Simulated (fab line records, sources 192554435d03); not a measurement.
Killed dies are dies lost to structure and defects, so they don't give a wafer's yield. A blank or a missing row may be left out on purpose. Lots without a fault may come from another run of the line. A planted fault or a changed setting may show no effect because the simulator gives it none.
Chamber matching | flow n5_finfet | N5_BEOL_M7_ETCH_72 on rie_diel-05: 4 sister chambers
The step etches underlayer in N2/H2, target depth 6.5 nm, time 5.2 s. 4 wafers are shown with their chamber, then 8 later ones without.

WAFERS WITH THEIR CHAMBER
wafer  | chamber | drypump_motor_current_A (A)
L088.2 | 2       | 6.7
L091.3 | 0       | 5.6
L091.4 | 1       | 6.1
L092.2 | 3       | 5.8

WAFERS WITHOUT THEIR CHAMBER
wafer  | drypump_motor_current_A (A)
L092.4 | 6.8
L092.6 | 5.8
L094.2 | 5.6
L094.3 | 5.8
L094.5 | 5.6
L097.2 | 5.6
L097.3 | 6.7
L097.6 | 5.6

WHICH CHAMBER EACH WENT THROUGH
wafer  | from the rows above | in truth
L092.4 | 2                   | 2
L092.6 | 3                   | 3
L094.2 | 0                   | 0
L094.3 | 3                   | 3
L094.5 | 0                   | 0
L097.2 | 0                   | 0
L097.3 | 2                   | 2
L097.6 | 0                   | 0
Placed correctly: 8 of 8. Can't be placed from these rows: 0. Placed wrongly: 0.
How it was worked out, from the rows above alone: a wafer's distance from a chamber is the root of the sum, over the readings, of the square of ((its reading less the chamber's mean) divided by the reading's scatter). The wafer belongs to the nearest chamber; if the next one is less than 2 further off, it can't be placed. A chamber's mean is the mean of its shown wafers. The scatter: with one shown wafer a chamber, the root of the mean of the squares of how far each hidden wafer lies from its nearest shown one.
